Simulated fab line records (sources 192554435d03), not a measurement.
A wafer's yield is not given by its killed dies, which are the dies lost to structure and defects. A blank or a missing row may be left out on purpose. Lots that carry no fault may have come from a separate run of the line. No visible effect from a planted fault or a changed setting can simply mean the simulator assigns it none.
Which tool was responsible?	flow n5-finfet	Sampling: 24 lots, 72 wafers, 5 of 1938 route steps

== WHAT THE GAUGES SHOWED, per wafer ==
N5_BEOL_M7_OVL_MEAS_12.
lot	measured	on	M7_OVL (nm)
L074	day 10 17:56	overlay-02	-0.5 -0.1 -1.1
L076	day 11 07:58	overlay-02	-1.6 -1.7 -1.1
L077	day 11 22:02	overlay-02	-0.7 -1.2 -1.0
L075	day 12 01:25	overlay-01	-0.4 -0.8 -0.5
L078	day 12 05:03	overlay-01	-0.1 0.4 0.3
L079	day 12 08:35	overlay-02	-1.2 -1.3 -2.3
L080	day 12 23:41	overlay-01	0.9 0.2 1.6
L081	day 13 07:57	overlay-02	0.5 0.4 0.5
L082	day 13 12:08	overlay-02	-0.3 -0.4 0.2
L084	day 13 12:32	overlay-01	0.6 -1.2 -1.6
L083	day 13 16:07	overlay-02	-1.0 0.3 -0.4
L085	day 14 00:39	overlay-01	-0.1 -0.4 0.0
L087	day 14 00:49	overlay-01	0.2 -0.1 0.1
L086	day 14 18:59	overlay-01	0.8 0.7 -0.4
L090	day 14 23:14	overlay-02	-0.8 -0.6 -1.1
L089	day 14 23:34	overlay-01	-0.9 0.4 -0.9
L088	day 15 07:17	overlay-01	-0.7 -0.9 -1.0
L092	day 15 20:45	overlay-02	-1.4 -0.5 -0.5
L091	day 15 21:08	overlay-02	-0.7 -0.4 -1.3
L093	day 16 06:05	overlay-01	0.6 -0.5 -0.2
L094	day 16 09:42	overlay-02	-0.6 -1.4 -1.0
L095	day 16 09:32	overlay-01	-0.3 -0.4 -0.6
L096	day 16 10:08	overlay-01	0.2 1.4 -0.4
L097	day 16 18:51	overlay-01	0.2 -0.9 -0.1

N5_BEOL_M7_CD_MEAS_28 targets a cd of 40 nm.
lot	measured	on	cd-nm (nm)
L074	day 10 18:51	cd-sem-01	40.35 39.40 39.79
L076	day 11 09:28	cd-sem-01	39.85 40.01 39.62
L077	day 11 23:23	cd-sem-03	39.95 40.39 40.48
L075	day 12 03:45	cd-sem-03	39.52 40.00 39.76
L078	day 12 07:11	cd-sem-01	40.39 39.73 40.05
L079	day 12 11:34	cd-sem-01	40.32 39.80 40.16
L080	day 13 02:05	cd-sem-01	39.86 40.56 40.25
L081	day 13 09:38	cd-sem-02	39.87 39.58 39.65
L082	day 13 14:53	cd-sem-03	40.00 39.56 39.71
L084	day 13 14:55	cd-sem-01	40.18 40.06 40.03
L083	day 13 18:43	cd-sem-02	39.93 39.56 39.68
L085	day 14 02:38	cd-sem-01	39.88 40.00 40.01
L087	day 14 02:55	cd-sem-03	40.37 40.10 40.13
L086	day 14 22:00	cd-sem-02	39.92 40.14 39.65
L090	day 15 00:59	cd-sem-03	39.41 40.11 39.37
L089	day 15 01:08	cd-sem-03	40.05 39.68 40.13
L088	day 15 11:39	cd-sem-02	40.14 40.17 40.36
L092	day 16 00:09	cd-sem-03	40.02 39.64 39.95
L091	day 16 00:49	cd-sem-03	40.37 39.81 39.96
L093	day 16 08:40	cd-sem-02	39.73 39.88 39.93
L094	day 16 10:48	cd-sem-01	39.57 39.70 39.77
L095	day 16 11:05	cd-sem-03	40.11 40.14 39.89
L096	day 16 14:08	cd-sem-01	39.99 39.99 40.05
L097	day 16 22:22	cd-sem-02	39.92 40.26 40.28

N5_BEOL_M7_INSPECT_30: inspects for defects (brightfield).
lot	measured	on	raw-defect-count
L074	day 10 18:56	defect-inspect-01	287 335 308
L076	day 11 09:34	defect-inspect-01	393 368 379
L077	day 11 23:28	defect-inspect-01	540 428 323
L075	day 12 03:50	defect-inspect-01	338 391 444
L078	day 12 07:16	defect-inspect-01	556 417 418
L079	day 12 11:39	defect-inspect-02	459 372 491
L080	day 13 02:11	defect-inspect-01	360 391 371
L081	day 13 09:44	defect-inspect-02	326 415 254
L082	day 13 14:58	defect-inspect-02	383 681 282
L084	day 13 15:01	defect-inspect-02	509 330 332
L083	day 13 18:49	defect-inspect-01	442 363 457
L085	day 14 02:43	defect-inspect-02	411 441 372
L087	day 14 03:00	defect-inspect-01	523 445 547
L086	day 14 22:05	defect-inspect-01	293 330 394
L090	day 15 01:04	defect-inspect-01	243 349 317
L089	day 15 01:14	defect-inspect-01	353 240 343
L088	day 15 11:44	defect-inspect-01	346 344 458
L092	day 16 00:15	defect-inspect-01	344 269 255
L091	day 16 00:54	defect-inspect-01	298 283 246
L093	day 16 08:46	defect-inspect-01	308 333 363
L094	day 16 10:53	defect-inspect-01	284 287 409
L095	day 16 11:10	defect-inspect-01	449 303 406
L096	day 16 14:14	defect-inspect-01	501 358 405
L097	day 16 22:28	defect-inspect-02	447 478 322

== EACH LOT AND THE TOOL THAT RAN IT (in order: tool; ch and the chambers of the sampled wafers; start) ==
lot	N5_BEOL_M6_CMP_52	N5_BEOL_M7_ILD_DEP_00
L074	cmp-01 ch 0,1,3, day 10 15:04	pecvd-04 ch 0,1,2, day 10 15:37
L076	cmp-04 ch 2,3, day 11 04:42	pecvd-02 ch 0,1,2, day 11 05:14
L077	cmp-02 ch 1,2,3, day 11 20:05	pecvd-04 ch 0,2, day 11 20:35
L075	cmp-04 ch 2,3, day 11 22:44	pecvd-02 ch 0,1,2, day 11 23:13
L078	cmp-04 ch 1,2,3, day 12 02:00	pecvd-04 ch 0,1,2, day 12 02:30
L079	cmp-01 ch 0,2,3, day 12 06:23	pecvd-01 ch 0,1, day 12 06:47
L080	cmp-02 ch 0,2,3, day 12 19:59	pecvd-04 ch 1,2, day 12 20:28
L081	cmp-02 ch 0,2,3, day 13 05:34	pecvd-04 ch 0,1, day 13 06:04
L082	cmp-01 ch 1,2,3, day 13 09:13	pecvd-01 ch 1,2, day 13 09:37
L084	cmp-02 ch 0,1, day 13 09:49	pecvd-02 ch 0,1,2, day 13 10:16
L083	cmp-04 ch 1,2,3, day 13 12:41	pecvd-04 ch 1,2, day 13 13:06
L085	cmp-02 ch 0,1,2, day 13 21:50	pecvd-04 ch 0,1,2, day 13 22:20
L087	cmp-04 ch 2,3, day 13 21:58	pecvd-02 ch 0,1,2, day 13 22:27
L086	cmp-02 ch 0,1,2, day 14 15:40	pecvd-01 ch 0,1, day 14 16:03
L090	cmp-04 ch 0,1,3, day 14 21:04	pecvd-04 ch 0,2, day 14 21:31
L089	cmp-04 ch 0,2, day 14 21:35	pecvd-04 ch 1,2, day 14 22:04
L088	cmp-02 ch 1,2,3, day 15 03:19	pecvd-04 ch 0,2, day 15 03:46
L092	cmp-04 ch 1,3, day 15 16:16	pecvd-01 ch 0,2, day 15 16:45
L091	cmp-04 ch 0,1, day 15 16:43	pecvd-04 ch 0,1,2, day 15 17:11
L093	cmp-01 ch 1,2,3, day 16 03:25	pecvd-01 ch 0,1, day 16 03:56
L094	cmp-04 ch 0,1,2, day 16 04:46	pecvd-04 ch 0,1, day 16 05:15
L095	cmp-01 ch 1,2, day 16 05:29	pecvd-04 ch 1,2, day 16 05:56
L096	cmp-01 ch 0,1,3, day 16 08:05	pecvd-04 ch 0,2, day 16 08:35
L097	cmp-02 ch 0,2, day 16 15:37	pecvd-01 ch 0,2, day 16 16:07
- N5_BEOL_M6_CMP_52: polishes, stops on SiCOH lowk, t overpolish 6.9 s, target thk 80 nm.
- N5_BEOL_M7_ILD_DEP_00: deposits SiCOH lowk from DEMS/porogen, target thk 179.75 nm, time 33.4 s.

== WHAT THE TOOLS THEMSELVES READ (means of the sampled wafers that have a number; where no wafer has one, the mark that the record gives instead) ==
N5_BEOL_M6_CMP_52.
lot	tool	barrier-field-endpoint-s (s)	motor-current-A (A)	overpolish-run-s (s)	time-to-endpoint-s (s)
L074	cmp-01	29.8	6.1	6.908	65
L076	cmp-04	28.3	6.3	6.904	63
L077	cmp-02	29.8	7.0	6.906	63
L075	cmp-04	28.4	6.4	6.896	59
L078	cmp-04	28.9	6.4	6.900	61
L079	cmp-01	28.9	5.9	6.904	64
L080	cmp-02	29.5	6.5	6.899	64
L081	cmp-02	28.3	6.4	6.898	62
L082	cmp-01	29.1	6.3	6.905	66
L084	cmp-02	28.3	5.9	6.895	63
L083	cmp-04	27.7	6.4	6.904	59
L085	cmp-02	28.7	6.5	6.888	64
L087	cmp-04	27.5	6.0	6.890	57
L086	cmp-02	28.8	6.3	6.903	64
L090	cmp-04	27.2	6.0	6.907	57
L089	cmp-04	28.5	5.9	6.898	62
L088	cmp-02	28.1	6.8	6.905	60
L092	cmp-04	27.9	6.0	6.898	60
L091	cmp-04	29.2	6.3	6.901	63
L093	cmp-01	28.4	6.0	6.906	61
L094	cmp-04	29.2	6.2	6.906	62
L095	cmp-01	29.1	6.6	6.910	61
L096	cmp-01	28.6	5.7	6.901	60
L097	cmp-02	28.2	6.2	6.903	58

N5_BEOL_M7_ILD_DEP_00.
lot	tool	heater-power-w (W)	showerhead-plenum-p-Torr (Torr)	throttle-valve-pct (%)
L074	pecvd-04	357	5.734	13.8
L076	pecvd-02	300	5.734	13.9
L077	pecvd-04	381	5.748	13.6
L075	pecvd-02	301	5.746	13.7
L078	pecvd-04	352	5.741	13.5
L079	pecvd-01	311	5.750	14.1
L080	pecvd-04	337	5.729	13.1
L081	pecvd-04	288	5.727	13.6
L082	pecvd-01	319	5.765	13.5
L084	pecvd-02	300	5.736	13.9
L083	pecvd-04	393	5.738	13.4
L085	pecvd-04	349	5.746	13.7
L087	pecvd-02	296	5.744	13.8
L086	pecvd-01	265	5.769	14.6
L090	pecvd-04	367	5.753	14.1
L089	pecvd-04	342	5.736	13.3
L088	pecvd-04	338	5.759	13.9
L092	pecvd-01	326	5.745	13.2
L091	pecvd-04	345	5.747	13.9
L093	pecvd-01	278	5.774	14.7
L094	pecvd-04	309	5.738	13.6
L095	pecvd-04	352	5.733	13.3
L096	pecvd-04	332	5.752	14.2
L097	pecvd-01	330	5.749	13.0

== THE ANSWER, worked out from the rows above alone ==
Rule: the usual values come from the lots themselves. The widest of any qualifying gaps counts: lots, ordered by their means at a reading, are off when they make up no more than a third of the lots, leave a main group of 4 or more, and stand apart from it by 3 or more times the standard deviation of that group's means. Not used: any main group whose means are identical at the precision the tables above print for the reading. A lot without any number at a reading at which 4 lots or more have one is off too. The other lots that the step has rows for count as sound. First the gauges in route order, then the tools' own readings, where a lot's mean is used as printed above. At the first step where some lot is off, the reading lying furthest off is the one used; lots without a number count as furthest.
Nothing can be told from this: no lot is off at any reading shown.

== WHAT THE SIMULATOR HAD INSERTED ==
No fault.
